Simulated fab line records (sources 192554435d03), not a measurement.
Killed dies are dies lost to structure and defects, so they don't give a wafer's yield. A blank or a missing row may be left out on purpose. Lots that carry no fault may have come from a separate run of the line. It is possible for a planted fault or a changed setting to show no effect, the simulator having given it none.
Chamber matching -- flow n5 finfet -- 4 sister chambers for N5_GATE_CUT_ETCH_28 on rie diel-06
The step etches underlayer in N2/H2, target depth 13 nm, time 10.4 s. 4 wafers are shown with their chamber, then 11 later ones without.

== WAFERS, EACH WITH ITS CHAMBER ==
wafer,chamber,showerhead plenum p Torr (Torr)
L079.1,0,2.51
L079.6,3,2.69
L082.1,2,2.58
L085.1,1,2.59

== WAFERS WITHOUT THEIR CHAMBER ==
wafer,showerhead plenum p Torr (Torr)
L085.4,2.68
L085.5,2.68
L087.3,2.58
L087.4,2.68
L087.6,2.50
L093.2,2.58
L093.4,2.68
L093.6,2.68
L096.1,2.58
L096.2,2.58
L096.6,2.58

== THE CHAMBER EACH PASSED THROUGH ==
wafer,from the rows above,in truth
L085.4,3,3
L085.5,3,3
L087.3,can't be placed: 2 or 1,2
L087.4,3,3
L087.6,0,0
L093.2,can't be placed: 2 or 1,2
L093.4,3,3
L093.6,3,3
L096.1,can't be placed: 2 or 1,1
L096.2,can't be placed: 2 or 1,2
L096.6,can't be placed: 2 or 1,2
6 of 11 placed correctly. From these rows, 5 cannot be placed; in 5 the true chamber is one of the candidates. Wrongly placed: 0.
How it was worked out, from the rows above alone: a wafer's distance from a chamber is the root of the sum, over the readings, of the square of ((its reading less the chamber's mean) divided by the reading's scatter). The wafer belongs to the nearest chamber; if the next one is less than 2 further off, it can't be placed. The mean given for a chamber averages the wafers shown for that chamber. The scatter: root of mean squared gap, hidden wafer to nearest shown wafer, with one shown wafer a chamber.
